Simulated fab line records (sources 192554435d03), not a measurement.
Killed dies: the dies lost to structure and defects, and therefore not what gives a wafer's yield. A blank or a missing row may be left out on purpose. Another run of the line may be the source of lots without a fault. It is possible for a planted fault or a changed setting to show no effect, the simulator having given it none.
fab line records    flow n5Finfet
record lots=6  wafers=17  lastDay=17
route steps=1938 shown DUMMY_GATE@235 BEOL_M4@1111
lots that met no fault: taken from a fault-free run of the same line
startH: start of the lot's first displayed wafer, in hours after the record's first day    waitH: how many hours have passed since the lot's step before this one    " as in the row above    L1.1+2: one row covering several wafers at once    - no value, or no start given    * or withheld: withheld    < > ~ a bound
route shown NAME@n: a module of which the file shows steps, and the number in the route of the first    usual: average and standard deviation across the fault-free wafers    same: alike in all rows    chamber/n: place in a boat    sites: each site's reading    _std_site: the standard deviation of these    _edge_site: outer sites' mean less inner sites'    radiusMm: for every site, how far away it sits from the centre of the wafer    mask NAME#n: copy n    behind: tool/chamber where the wafer was last shaped    hold: cause of the lot's hold/its duration in hours/its outcome    device: the transistor (n, p or np) that didn't switch    end of line: the tests these same wafers got at the end of their route    a step given without rows: its recipe and nothing more    killed: not the wafer's yield, but the dies lost to structure and defects at the first sort    map: dies across one wafer; x = killed, . = not, _ = none there
set.NAME: the run value of the setting; set.NAME@STEP: its run value at that earlier step    model.NAME: the simulator's own value behind a step, which no gauge read
lots seen at some steps along the route; tables by step, rows by wafer
services: the hour from which a tool's chamber was out of use, counted from the record's first day as startH (under 0 if before that day), plus the number of hours and why
## steps
# step N5_DUMMY_GATE_ETCH_29
# recipe chemistry=N2/H2  target=underlayer  targetDepthA=130  ionEnergyEv=200  pressureMtorr=30  sourceW=840  biasW=150  n2FlowSccm=200  h2FlowSccm=200
# usual drypumpMotorCurrentA=5.8/0.47  h2FlowSccm=200.0/0.6  n2FlowSccm=200.0/0.58  oesProductAu=0.75/0.036  rfFwdPowerW=831/3.6  rfVppV=523.9/2.8  showerheadPlenumPTorr=2.54/0.096  throttleValvePct=17.84/0.12
lot.wafer  tool        chamber  startH  waitH  drypumpMotorCurrentA  h2FlowSccm  n2FlowSccm  oesProductAu  rfFwdPowerW  rfHoursCounterH  rfVppV  showerheadPlenumPTorr  throttleValvePct
L841.2     rieDiel-03  3        58.40   0.0    5.3                   200.0       199.9       0.78          828          133              521.9   2.43                   17.90
L841.3     "           2        "       "      5.3                   199.2       200.0       0.76          834          154              523.4   2.55                   17.80
L841.6     "           0        "       "      5.9                   199.4       200.8       0.73          827          -                520.4   2.42                   17.96
L855.2     rieDiel-04  2        142.48  0.0    5.4                   200.2       199.0       0.77          825          140              524.0   2.54                   17.82
L855.3     "           1        "       "      6.1                   199.8       201.3       0.74          836          149              527.4   2.65                   17.94
L855.4     "           0        "       "      6.3                   199.2       198.9       0.74          830          202              519.3   2.40                   18.08
L856.2     rieDiel-03  2        148.00  0.0    5.3                   200.8       199.8       0.73          836          184              521.2   2.54                   17.86
L856.5     "           3        "       "      5.3                   200.9       200.7       0.74          830          -                519.9   2.41                   17.94
L857.3     rieDiel-02  2        154.09  0.0    6.2                   200.3       198.6       0.74          830          153              524.1   2.54                   17.73
L857.5     "           0        "       "      5.1                   200.1       199.6       0.82          833          -                527.3   2.67                   17.74
L857.6     "           1        "       "      6.1                   201.0       200.7       0.76          833          -                521.0   2.44                   17.78
L860.3     rieDiel-02  0        173.92  0.0    5.1                   198.9       200.0       0.81          833          98               527.6   2.67                   17.75
L860.5     "           0        "       "      5.1                   198.0       200.3       0.81          831          -                529.5   2.67                   17.76
L860.6     "           1        "       "      6.2                   200.0       200.1       0.75          831          -                520.8   2.44                   17.80
L862.3     rieDiel-04  2        187.98  0.0    5.4                   199.0       200.0       0.76          830          153              525.1   2.53                   17.82
L862.4     "           0        "       "      6.3                   199.3       199.4       0.73          830          214              519.9   2.39                   18.10
L862.5     "           3        "       "      5.9                   201.0       199.4       0.72          832          -                528.3   2.63                   17.73
# step N5_DUMMY_GATE_ETCH_36
# recipe chemistry=CF4  target=SiARC  targetDepthA=130  pressureMtorr=40  sourceW=545  biasW=36  Ar_flow_sccm=100  cf4FlowSccm=100  ionEnergyEv=80
# step N5_DUMMY_GATE_ETCH_37
# recipe chemistry=N2/H2  target=SOC  targetDepthA=600  overetchA=300  tempC=40  ionEnergyEv=200  pressureMtorr=30  sourceW=840  biasW=150  n2FlowSccm=200  h2FlowSccm=200
# usual drypumpMotorCurrentA=5.8/0.47  h2FlowSccm=200.1/0.52  n2FlowSccm=200.0/0.6  oesProductAu=0.592/0.029  rfFwdPowerW=832/3.7  rfVppV=523.8/2.7  showerheadPlenumPTorr=2.54/0.096  throttleValvePct=17.77/0.12
lot.wafer  tool        chamber  startH  waitH  drypumpMotorCurrentA  h2FlowSccm  n2FlowSccm  oesProductAu  rfFwdPowerW  rfHoursCounterH  rfVppV  showerheadPlenumPTorr  throttleValvePct
L841.2     rieDiel-03  3        58.48   0.0    5.3                   200.2       199.9       0.611         833          133              521.7   2.43                   17.80
L841.3     "           2        "       "      5.3                   200.9       199.4       0.592         829          154              525.1   2.55                   17.73
L841.6     "           0        "       "      5.9                   200.4       199.9       0.564         830          -                521.3   2.42                   17.88
L855.2     rieDiel-04  2        142.56  0.0    5.4                   199.6       200.0       0.591         831          140              524.6   2.54                   17.75
L855.3     "           1        "       "      6.0                   199.7       199.4       0.582         829          149              527.7   2.65                   17.88
L855.4     "           0        "       "      6.3                   200.4       199.6       0.572         829          202              522.5   2.40                   17.99
L856.2     rieDiel-03  2        148.08  0.0    5.3                   199.6       200.8       0.578         826          184              523.6   2.54                   17.77
L856.5     "           3        "       "      5.3                   200.5       200.3       0.590         830          -                520.7   2.41                   17.86
L857.3     rieDiel-02  1        154.17  0.0    6.2                   200.2       199.5       0.612         831          139              520.7   2.44                   17.71
L857.5     "           2        "       "      6.1                   199.9       200.5       0.592         834          -                523.6   2.54                   17.64
L857.6     "           1        "       "      6.2                   200.0       199.3       0.611         834          -                520.1   2.44                   17.70
L860.3     rieDiel-02  0        174.00  0.0    5.1                   199.2       200.3       0.644         838          98               526.9   2.67                   17.68
L860.5     "           0        "       "      5.1                   199.6       199.3       0.643         834          -                527.3   2.67                   17.67
L860.6     "           1        "       "      6.2                   200.5       199.6       0.603         835          -                521.1   2.44                   17.72
L862.3     rieDiel-04  2        188.06  0.0    5.4                   199.2       200.8       0.600         829          153              523.1   2.53                   17.76
L862.4     "           0        "       "      6.3                   199.6       200.2       0.557         833          214              520.4   2.40                   18.03
L862.5     "           3        "       "      6.0                   200.0       199.1       0.564         829          -                527.3   2.63                   17.67
# step N5_DUMMY_GATE_STRIP_38
# recipe chemistry=N2/H2  tempC=40  n2FlowSccm=200  h2FlowSccm=200  rfFrequencyHz=6e+07
# step N5_DUMMY_GATE_STRIP_39
# recipe chemistry=N2/H2  tempC=40  n2FlowSccm=200  h2FlowSccm=200  rfFrequencyHz=6e+07
# step N5_DUMMY_GATE_TRIM_49
# recipe chemistry=O2  resist=SOC  timeS=29  targetCdNm=14  sourcePowerW=300  biasPowerW=0  O2_flow_sccm=100  tempC=20
# step N5_DUMMY_GATE_STRIP_40
# recipe chemistry=CF4  resist=SiARC  powerW=300  biasPowerW=75  pressureMtorr=50  cf4FlowSccm=150  rfFrequencyHz=6e+07
# step N5_DUMMY_GATE_CD_MEAS_50
# recipe targetCdNm=14
# usual cdNm=14.0/0.33
lot.wafer  tool      chamber  startH  waitH  cdNm
L841.2     cdSem-03  -        58.72   0.0    13.5
L841.3     "         -        "       "      13.7
L841.6     "         -        "       "      14.2
L855.2     cdSem-03  -        142.94  0.0    13.1
L855.3     "         -        "       "      13.4
L855.4     "         -        "       "      13.5
L856.2     cdSem-02  -        148.31  0.0    13.8
L856.5     "         -        "       "      14.1
L857.3     cdSem-02  -        154.41  0.0    14.2
L857.5     "         -        "       "      14.2
L857.6     "         -        "       "      13.8
L860.3     cdSem-01  -        174.24  0.0    14.0
L860.5     "         -        "       "      13.8
L860.6     "         -        "       "      14.0
L862.3     cdSem-03  -        188.44  0.0    14.1
L862.4     "         -        "       "      14.4
L862.5     "         -        "       "      13.9
# step N5_DUMMY_GATE_ETCH_31
# recipe chemistry=C4F6/O2  target=SiO2  maskMaterial=SOC  targetDepthA=825  timeS=27.5  ionEnergyEv=250  pressureMtorr=30  sourceW=345  biasW=185  Ar_flow_sccm=300  C4F6_flow_sccm=10  O2_flow_sccm=10
# usual drypumpMotorCurrentA=5.8/0.46  oes_o_777_au=0.75/0.03  oesProductAu=0.740/0.029  rfFwdPowerW=342.1/1.3  rfVppV=666/6.8  showerheadPlenumPTorr=2.84/0.094  throttleValvePct=21.19/0.18
lot.wafer  tool        chamber  startH  waitH  drypumpMotorCurrentA  oes_o_777_au  oesProductAu  rfFwdPowerW  rfHoursCounterH  rfVppV  showerheadPlenumPTorr  throttleValvePct
L841.2     rieDiel-04  2        58.77   0.0    5.4                   0.80          0.793         342.3        111              657     2.86                   21.06
L841.3     "           0        "       "      6.4                   0.72          0.746         342.9        179              676     2.74                   21.52
L841.6     "           1        "       "      6.0                   0.79          0.762         341.7        -                660     2.97                   21.14
L855.2     rieDiel-04  2        143.02  0.1    5.4                   0.77          0.760         340.3        141              659     2.85                   21.13
L855.3     "           0        "       "      6.3                   0.71          0.720         340.4        202              675     2.73                   21.55
L855.4     "           1        "       "      6.0                   0.76          0.723         340.8        149              660     2.96                   21.18
L856.2     rieDiel-03  2        148.35  0.0    5.3                   0.73          0.736         344.1        184              660     2.83                   20.91
L856.5     "           3        "       "      5.3                   0.74          0.737         343.2        -                662     2.73                   21.35
L857.3     rieDiel-04  0        154.45  0.0    6.3                   0.71          0.722         343.4        206              676     2.72                   21.55
L857.5     "           3        "       "      5.9                   0.74          0.712         341.5        -                677     2.97                   21.20
L857.6     "           2        "       "      5.4                   0.76          0.755         340.1        -                657     2.84                   21.12
L860.3     rieDiel-03  0        174.28  0.0    5.9                   0.69          0.691         342.0        234              667     2.71                   21.36
L860.5     "           2        "       "      5.3                   0.72          0.727         342.5        -                660     2.82                   20.93
L860.6     "           1        "       "      6.5                   0.75          0.723         342.6        -                664     2.81                   21.16
L862.3     rieDiel-04  0        188.61  0.2    6.4                   0.70          0.727         340.5        215              674     2.72                   21.57
L862.4     "           3        "       "      5.9                   0.74          0.710         343.4        179              677     2.96                   21.21
L862.5     "           1        "       "      6.0                   0.74          0.724         340.7        -                659     2.95                   21.21
# step N5_DUMMY_GATE_STRIP_41
# recipe chemistry=O2  powerW=400  tempC=40  pressureMtorr=30  rfFrequencyHz=6e+07  biasPowerW=0  overashFraction=0.3  o2FlowSccm=225
# step N5_DUMMY_GATE_HM_OPEN_21
# recipe chemistry=CH3F/O2  target=SiNx  targetDepthA=1200  Ar_flow_sccm=150  CH3F_flow_sccm=30  O2_flow_sccm=23  timeS=171.4  pressureMtorr=30  sourceW=395  biasW=73  ionEnergyEv=120.7
# step N5_DUMMY_GATE_ETCH_32
# recipe chemistry=CF4  target=SiO2  targetDepthA=35  timeS=3.9  ionEnergyEv=350  pressureMtorr=10  icpW=800  biasW=400  cf4FlowSccm=80
# usual drypumpMotorCurrentA=5.8/0.55  oesProductAu=0.994/0.012  rfFwdPowerW=788/4.6  throttleValvePct=21.80/0.18
lot.wafer  tool      chamber  startH  waitH  drypumpMotorCurrentA  oesProductAu  rfFwdPowerW  rfHoursCounterH  throttleValvePct
L841.2     rieSi-06  0        59.01   0.1    6.2                   1.016         779          83               21.83
L841.3     "         1        "       "      6.7                   0.996         796          22               21.92
L841.6     "         3        "       "      4.9                   0.985         788          -                21.85
L855.2     rieSi-04  2        143.26  0.1    5.8                   1.008         784          3                21.85
L855.3     "         0        "       "      5.6                   1.004         789          125              22.00
L855.4     "         1        "       "      5.1                   1.009         789          -                21.51
L856.2     rieSi-04  1        148.60  0.1    5.1                   0.998         789          193              21.50
L856.5     "         0        "       "      5.6                   0.986         795          -                22.01
L857.3     rieSi-04  3        154.70  0.1    4.9                   0.973         790          54               21.89
L857.5     "         3        "       "      4.9                   0.982         792          -                21.91
L857.6     "         2        "       "      5.8                   0.996         785          -                21.84
L860.3     rieSi-01  2        174.53  0.1    5.9                   0.985         781          56               21.71
L860.5     "         1        "       "      5.5                   1.007         787          -                21.37
L860.6     "         2        "       "      6.0                   0.995         784          -                21.72
L862.3     rieSi-06  1        188.85  0.1    6.7                   0.993         791          25               21.92
L862.4     "         1        "       "      6.7                   0.980         793          -                21.90
L862.5     "         2        "       "      6.2                   0.987         789          -                21.92
# step N5_DUMMY_GATE_ETCH_23
# recipe chemistry=HBr/Cl2/O2  HBr_flow_sccm=150  Cl2_flow_sccm=80  O2_flow_sccm=12  biasW=102  targetDepthA=410  timeS=22.3  target=poly-Si  maskMaterial=SiO2  pressureMtorr=10  icpW=800
# usual HBr_flow_sccm=149.9/0.48  drypumpMotorCurrentA=5.8/0.55  oes_o_777_au=1.00/0.042  oesProductAu=0.994/0.011  rfFwdPowerW=794/3.2  throttleValvePct=37.24/0.27
lot.wafer  tool      chamber  startH  waitH  HBr_flow_sccm  drypumpMotorCurrentA  oes_o_777_au  oesProductAu  rfFwdPowerW  rfHoursCounterH  throttleValvePct  model.etch.depthNm
L841.2     rieSi-06  0        59.05   0.0    149.8          6.2                   1.00          1.010         794          83               37.27             41.34
L841.3     "         1        "       "      150.1          6.7                   0.94          0.989         801          22               37.37             40.41
L841.6     "         3        "       "      150.6          4.9                   0.96          0.970         793          -                37.39             40.2
L855.2     rieSi-04  2        143.29  0.0    150.9          5.8                   1.05          1.010         793          3                37.35             40.84
L855.3     "         0        "       "      149.9          5.6                   1.08          0.989         792          125              37.34             40.89
L855.4     "         1        "       "      149.7          5.1                   1.00          0.999         795          -                36.95             40.68
L856.2     rieSi-04  1        148.63  0.0    149.8          5.1                   1.00          1.002         793          193              36.94             41.24
L856.5     "         0        "       "      149.4          5.6                   1.08          0.793         796          -                37.34             28.61
L857.3     rieSi-04  3        154.74  0.0    149.7          4.9                   0.94          0.773         798          54               37.60             28.14
L857.5     "         3        "       "      150.0          4.9                   0.94          0.773         794          -                37.63             27.89
L857.6     "         2        "       "      149.4          5.8                   1.06          1.003         790          -                37.34             40.5
L860.3     rieSi-01  2        174.56  0.0    150.1          6.0                   0.98          1.008         788          56               37.43             41.44
L860.5     "         1        "       "      150.1          5.5                   1.05          1.009         792          -                36.30             41.87
L860.6     "         2        "       "      150.2          6.0                   0.99          1.002         788          -                37.41             41.04
L862.3     rieSi-06  1        188.89  0.0    149.4          6.7                   0.95          0.991         797          25               37.37             41.08
L862.4     "         1        "       "      150.2          6.7                   0.95          0.995         796          -                37.36             41.13
L862.5     "         2        "       "      150.0          6.2                   1.00          0.986         793          -                37.11             40.59
# step N5_DUMMY_GATE_ETCH_44
# recipe chemistry=HBr/O2  overEtchFrac=0.7  targetDepthA=1275  stopOn=SiO2  ionEnergyEv=60  biasW=20  target=poly-Si  maskMaterial=SiO2  pressureMtorr=20  icpW=400  HBr_flow_sccm=120  O2_flow_sccm=10
# usual HBr_flow_sccm=120.0/0.34  drypumpMotorCurrentA=5.8/0.55  oesProductAu=0.725/0.0098  rfFwdPowerW=397.8/1.6  throttleValvePct=18.50/0.16
lot.wafer  tool      chamber  startH  waitH  HBr_flow_sccm  drypumpMotorCurrentA  oesProductAu  rfFwdPowerW  rfHoursCounterH  throttleValvePct
L841.2     rieSi-06  0        59.10   0.0    120.3          6.2                   0.733         395.8        83               18.47
L841.3     "         1        "       "      119.8          6.7                   0.735         397.0        22               18.69
L841.6     "         3        "       "      119.7          4.9                   0.727         398.9        -                18.54
L855.2     rieSi-04  2        143.35  0.0    120.2          5.8                   0.735         397.4        3                18.53
L855.3     "         0        "       "      120.0          5.6                   0.718         398.4        125              18.60
L855.4     "         1        "       "      119.7          5.1                   0.715         399.0        -                18.21
L856.2     rieSi-04  1        148.69  0.0    119.9          5.1                   0.721         396.4        193              18.21
L856.5     "         0        "       "      120.4          5.6                   0.714         396.8        -                18.60
L857.3     rieSi-04  3        154.79  0.0    120.2          4.9                   0.717         398.7        54               18.64
L857.5     "         3        "       "      120.4          4.9                   0.712         399.6        -                18.62
L857.6     "         2        "       "      119.9          5.8                   0.726         395.1        -                18.53
L860.3     rieSi-01  2        174.62  0.0    120.4          6.0                   0.718         395.4        56               18.48
L860.5     "         1        "       "      119.7          5.5                   0.718         399.1        -                18.09
L860.6     "         2        "       "      120.1          6.0                   0.710         396.8        -                18.49
L862.3     rieSi-06  1        188.94  0.0    119.9          6.7                   0.719         399.2        25               18.68
L862.4     "         1        "       "      119.8          6.7                   0.738         399.7        -                18.67
L862.5     "         2        "       "      120.0          6.2                   0.718         399.3        -                18.63
# step N5_BEOL_M4_RC_MEAS_101
# usual DIBL_N=35.8/1.6  DIBL_P=36.0/2.1  IOFF_N=0.153/0.026  IOFF_P=0.21/0.037  ION_N=673/11  ION_P=462/7.6  SS_N=71.4/0.53  SS_P=73.2/0.67  VT_N=250/3.2  VT_P=-250/3.7
lot.wafer  tool       chamber  startH  waitH  DIBL_N[mV/V]  DIBL_P[mV/V]  IOFF_N[nA/um]  IOFF_P[nA/um]  ION_N[uA/um]  ION_P[uA/um]  SS_N[mV/dec]  SS_P[mV/dec]  VT_N[mV]  VT_P[mV]
L841.2     prober-01  0        192.11  0.2    37.4          40.7          0.186          0.31           674           470           71.6          74.4          249       -242
L841.3     "          0        "       "      36.0          38.9          0.167          0.29           677           471           71.6          73.6          251       -242
L841.6     "          0        "       "      36.9          39.6          0.181          0.29           683           475           71.9          73.5          246       -242
L855.2     prober-02  0        269.44  0.2    37.0          35.1          0.148          0.20           672           463           71.8          72.9          253       -249
L855.3     "          0        "       "      37.1          35.6          0.150          0.21           667           461           71.5          73.4          250       -252
L855.4     "          0        "       "      36.5          35.2          0.145          0.20           675           463           71.8          73.5          251       -249
L857.3     prober-02  0        274.92  0.3    37.4          35.5          0.160          0.19           676           458           72.4          72.7          249       -254
L857.5     "          0        "       "      33.9          31.2          0.103          0.13           653           452           70.7          71.4          254       -257
L857.6     "          0        "       "      36.4          35.3          0.141          0.17           670           455           71.8          73.0          251       -256
L856.2     prober-01  0        276.04  0.2    36.5          38.1          0.170          0.22           676           474           71.2          74.0          249       -250
L856.5     "          0        "       "      33.7          34.4          0.125          0.17           656           454           71.2          73.0          253       -255
L860.3     prober-02  0        302.71  0.3    39.4          39.4          0.192          0.24           675           463           71.8          73.6          248       -246
L860.5     "          0        "       "      39.6          40.7          0.196          0.26           671           462           71.4          74.8          247       -247
L860.6     "          0        "       "      37.3          38.1          0.157          0.22           669           465           70.8          73.8          252       -250
L862.3     prober-01  0        306.44  0.3    36.8          34.1          0.152          0.18           670           456           71.5          73.1          252       -255
L862.4     "          0        "       "      36.2          35.0          0.149          0.20           674           455           71.8          73.4          251       -254
L862.5     "          0        "       "      35.1          33.0          0.130          0.17           664           455           71.4          73.3          253       -254
## services
tool        chamber  startH  hours  kind
rieDiel-02  -        53.02   14.6   pm
rieDiel-03  1        57.34   23.6   repair
rieDiel-04  3        60.92   12.0   repair
rieSi-01    2        65.56   10.3   repair
rieSi-04    2        67.54   8.4    repair
rieDiel-02  2        69.71   3.8    repair
rieDiel-02  1        71.07   1.3    repair
rieDiel-02  -        104.66  0.8    repair
rieSi-01    -        108.68  2.8    pm
rieSi-06    -        117.12  2.8    pm
rieDiel-04  -        117.44  2.2    repair
rieSi-01    0        119.04  8.5    repair
rieDiel-03  2        119.39  6.6    repair
rieDiel-02  -        126.83  2.8    pm
rieSi-04    3        136.60  6.8    repair
rieSi-06    -        152.44  0.1    repair
rieSi-04    1        161.50  -      clean
rieSi-04    1        161.50  28.3   scheduledDown
rieSi-04    1        161.50  28.3   ventCycle
rieSi-04    -        165.98  2.8    pm
rieSi-06    3        174.94  22.7   repair
rieDiel-02  3        178.90  -      clean
rieDiel-02  3        178.90  -      consumableReplace:focusRing
rieDiel-02  3        178.90  12.8   scheduledDown
## key
firstSign step=N5_DUMMY_GATE_ETCH_23  reading=oesProductAu  direction=down  sigmas=19  usual=0.994  struck=0.780
effect none on later readings
modelEffect step=N5_DUMMY_GATE_ETCH_23  value=etch.depthNm  without=40.46  struck=28.21
metAt N5_DUMMY_GATE_ETCH_23
struckWafers L856.5,L857.3,L857.5
onsetBetween 143.29 148.63
fault kind=processParameterDrift  tool=rieSi-04  chamber=-  onsetH=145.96  steps=N5_DUMMY_GATE_ETCH_23  channel=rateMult  offset=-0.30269  shape=step  endH=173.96  scope=struckWafersOnly
